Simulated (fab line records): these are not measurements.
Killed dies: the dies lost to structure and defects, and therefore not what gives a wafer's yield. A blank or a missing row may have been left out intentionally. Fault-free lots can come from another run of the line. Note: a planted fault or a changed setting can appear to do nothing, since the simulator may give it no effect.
Which tool is to blame? + flow n5 finfet + at 1 step of a route of 1938, 12 lots with 36 wafers sampled

== WHAT THE GAUGES READ, wafer by wafer ==
N5_BEOL_M3_OVL_MEAS_29.
| lot  | measured     | on         | V2_OVL (nm)    |
|------|--------------|------------|----------------|
| L076 | day 7 06:26  | overlay-02 | -0.8 -1.2 -0.9 |
| L077 | day 7 19:01  | overlay-01 | -0.4 0.3 -0.2  |
| L079 | day 8 14:18  | overlay-01 | -0.7 -1.9 -1.2 |
| L082 | day 8 23:56  | overlay-01 | -0.2 -0.7 -0.7 |
| L083 | day 9 08:44  | overlay-02 | 1.1 1.3 1.2    |
| L085 | day 10 03:29 | overlay-01 | -1.2 -0.3 -0.6 |
| L087 | day 10 16:04 | overlay-01 | -0.2 -0.3 0.4  |
| L090 | day 11 08:20 | overlay-02 | 1.2 0.1 -0.5   |
| L091 | day 11 16:50 | overlay-02 | 0.9 0.4 1.2    |
| L093 | day 11 22:59 | overlay-01 | -1.1 0.7 -0.3  |
| L095 | day 12 01:05 | overlay-02 | -0.9 -0.5 -0.3 |
| L097 | day 13 00:21 | overlay-01 | -0.9 -0.9 -0.3 |

== WHAT TOOL EACH LOT RAN ON (gives the tool, then ch and the chambers of the sampled wafers, and finally the start) ==
The record shows no process step preceding these readings.

== THE ANSWER, worked out from the rows above alone ==
Rule: the lots themselves supply what counts as usual. Put in order of their means at a reading, lots are off if they are a third of the lots or fewer, leave a main group of 4 or more, and stand apart from it by a gap of 3 or more times the standard deviation of the main group's means; of several such gaps the widest counts. A main group whose means are all the same, to the digits that the tables above print for the reading, isn't used. Also off: a lot with no number at a reading for which 4 or more lots have one. Where the step has rows for the other lots, those lots are counted as sound.
None of the lots is off at any reading shown; this tells nothing.

== WHAT WAS PUT IN BY THE SIMULATOR ==
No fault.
